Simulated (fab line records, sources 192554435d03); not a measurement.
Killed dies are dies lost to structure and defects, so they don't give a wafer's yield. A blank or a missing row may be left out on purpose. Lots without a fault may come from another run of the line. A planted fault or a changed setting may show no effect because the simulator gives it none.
Chamber matching | flow n5_finfet | N5_SPACER0_ALD_07 on ald_sin-03: 4 sister chambers
The step deposits SiNx, target thk 2 nm. 14 wafers are shown with their chamber, then 6 later ones without.

WAFERS WITH THEIR CHAMBER
wafer  | chamber | heater_power_w (W)
L850.2 | 2       | 758
L850.3 | 3       | 1070
L850.5 | 0       | 880
L852.2 | 2       | 765
L852.5 | 2       | 752
L852.6 | 1       | 814
L853.2 | 0       | 861
L853.4 | 2       | 767
L853.6 | 1       | 811
L854.5 | 3       | 1079
L854.6 | 2       | 770
L855.3 | 0       | 888
L855.5 | 2       | 764
L855.6 | 3       | 1084

SIGNATURES (means of the wafers above)
reading        | chamber 0 | chamber 1 | chamber 2 | chamber 3 | scatter within a chamber
heater_power_w | 876.33    | 812.50    | 762.67    | 1077.67   | 8.4
Rule: a wafer's distance from a chamber is the root of the sum, over the readings, of the square of ((its reading less the chamber's mean) divided by the reading's scatter). The wafer belongs to the nearest chamber; if the next one is less than 2 further off, it can't be placed. The scatter: the root of (the sum of the squares of (reading less its chamber's mean) over the shown wafers, divided by (wafers less chambers)).

WAFERS WITHOUT THEIR CHAMBER
wafer  | heater_power_w (W)
L864.1 | 752
L864.2 | 1070
L864.3 | 878
L867.1 | 747
L867.5 | 812
L867.6 | 895

WHICH CHAMBER EACH WENT THROUGH
wafer  | from the rows above | in truth
L864.1 | 2                   | 2
L864.2 | 3                   | 3
L864.3 | 0                   | 0
L867.1 | 2                   | 2
L867.5 | 1                   | 1
L867.6 | 0                   | 0
Placed correctly: 6 of 6. Can't be placed from these rows: 0. Placed wrongly: 0.
